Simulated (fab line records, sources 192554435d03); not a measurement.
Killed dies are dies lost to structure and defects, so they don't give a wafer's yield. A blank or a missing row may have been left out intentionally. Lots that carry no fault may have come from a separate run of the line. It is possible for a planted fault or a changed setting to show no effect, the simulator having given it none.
A struck lot beside a sound one | flow n5 finfet | 15 out of 1938 route steps
Sound: these wafers, L209.1, L209.3, L209.4. Struck: wafer L213.5 (left out: L213.4, a lot-mate that was not struck); the cause follows at the end.
Per side, at each step with rows, come the tool, then ch with its chambers, and then its first start. Under that, the readings that differ: sound wafers | struck wafers | difference of the means | sigmas: that difference in standard deviations of wafers without a fault.
alike: readings with means less than 2 such deviations apart, plus words and numbers identical on both sides. not compared: withheld readings, readings lacking a value on some wafer, bounds such as >300 that could conceal the same value, and numbers that have no deviation in the record and whose values overlap.
The two part at a step that has a row with sigmas, a row that says differs or no value, or rows on one side only. When numbers do not overlap yet have no deviation, they are printed without sigmas and do not part them. Lack of a reading on every wafer of one side parts them only where that side has two or more wafers.

first, 3 steps without rows for these wafers: N5_BEOL_M9_EXPOSE_25 (exposes mask V8); N5_BEOL_M9_PEB_26 (peb time 60 s); N5_BEOL_M9_DEVELOP_27 (develop time 30 s).
N5_BEOL_M9_CD_MEAS_28 targets a cd of 70 nm.
  sound on cd sem-01 ch 0, day 13 09:55; struck on cd sem-03 ch 0, day 13 21:26
  alike: cd nm
N5_BEOL_M9_OVL_MEAS_29:
  sound on overlay-02 ch 0, day 13 09:56; struck on overlay-01 ch 0, day 13 21:29
  alike: V8_OVL
N5_BEOL_M9_INSPECT_30: inspects for defects (brightfield).
  sound on defect inspect-01 at day 13 10:00; struck on defect inspect-01 at day 13 21:31
  alike: raw defect count
N5_BEOL_M9_DESCUM_33: chemistry O2, time 7 s.
  sound on rie diel-03 ch 0,2,3, day 13 10:02; struck on rie diel-04 ch 0, day 13 21:34
  alike: drypump motor current A, oes product au, rf vpp V, showerhead plenum p Torr, throttle valve pct
  not compared: rf hours counter h
N5_BEOL_M9_ETCH_76: etches underlayer in N2/H2, target depth 6.5 nm, time 5.2 s.
  sound on rie diel-03 ch 0,2,3, day 13 10:04; struck on rie diel-04 ch 0, day 13 21:36
  alike: drypump motor current A, etch rf on time s, oes product au, rf vpp V, showerhead plenum p Torr, throttle valve pct
  not compared: rf hours counter h
N5_BEOL_M9_ETCH_65: etches SiARC in CF4, target depth 15.6 nm, time 26 s.
  sound on rie diel-03 ch 0,2,3, day 13 10:05; struck on rie diel-04 ch 0, day 13 21:37
  alike: drypump motor current A, etch rf on time s, oes product au, rf vpp V, showerhead plenum p Torr, throttle valve pct
  not compared: rf hours counter h
N5_BEOL_M9_ETCH_66: etches SOC in N2/H2, target depth 80 nm, overetch 16 nm, time 120 s.
  sound on rie diel-03 ch 0,2,3, day 13 10:07; struck on rie diel-04 ch 0, day 13 21:40
  alike: drypump motor current A, oes product au, rf vpp V, showerhead plenum p Torr, throttle valve pct
  not compared: rf hours counter h
then, 2 steps without rows for these wafers: N5_BEOL_M9_STRIP_69 (strips in N2/H2); N5_BEOL_M9_STRIP_77 (strips in N2/H2).
N5_BEOL_M9_VIA_ETCH_34: etches SiCOH lowk in C4F6/O2, target depth 182.4 nm, time 68.4 s.
  sound on rie diel-03 ch 0,2,3, day 13 10:13; struck on rie diel-04 ch 0, day 13 21:46
  reading                                  | sound             | struck | difference | sigmas
  model.etch.depth nm (nm)                 | 189.7 182.4 185.2 | 271.4  | +85.6      |
  model.SOC_of_BEOL_M9_COAT_63.thk nm (nm) | 50.8 51.2 51.2    | 46.2   | -4.9       |
  alike: C4F6_flow_sccm, drypump motor current A, oes product au, rf vpp V, showerhead plenum p Torr, throttle valve pct
  not compared: rf hours counter h
then, 1 step without rows for these wafers: N5_BEOL_M9_STRIP_73 (strips in C4F6/O2).
-- a jump in the record: the struck wafers' starts before and after are 3 days apart (it breaks off in module BEOL_M9 and resumes in module PASSIVATION, where the first step shown is number 1936 of the route) --
N5_PASSIVATION_PROBE_49:
  sound on prober-02 at day 16 05:01; struck on prober-02 at day 16 11:46
  reading            | sound    | struck | difference | sigmas
  killed_at_M0_to_M3 | 18 30 26 | 53     | +28        | +2
  killed at contacts | 13 15 13 | 2      | -12        | -2
  alike: defect limited yield, killed_at_M4_up, killed at front end, killed at other, killed dies, killed open, killed short, sort_bin_4_leakage, sort_bin_5_function, sort_bin_6_memory, sort_bin_8_speed, sort n pass, sort yield pct

== WHERE THEY PART ==
At N5_PASSIVATION_PROBE_49 and nowhere else, as far as this record goes.

WHY: what the simulator had put in
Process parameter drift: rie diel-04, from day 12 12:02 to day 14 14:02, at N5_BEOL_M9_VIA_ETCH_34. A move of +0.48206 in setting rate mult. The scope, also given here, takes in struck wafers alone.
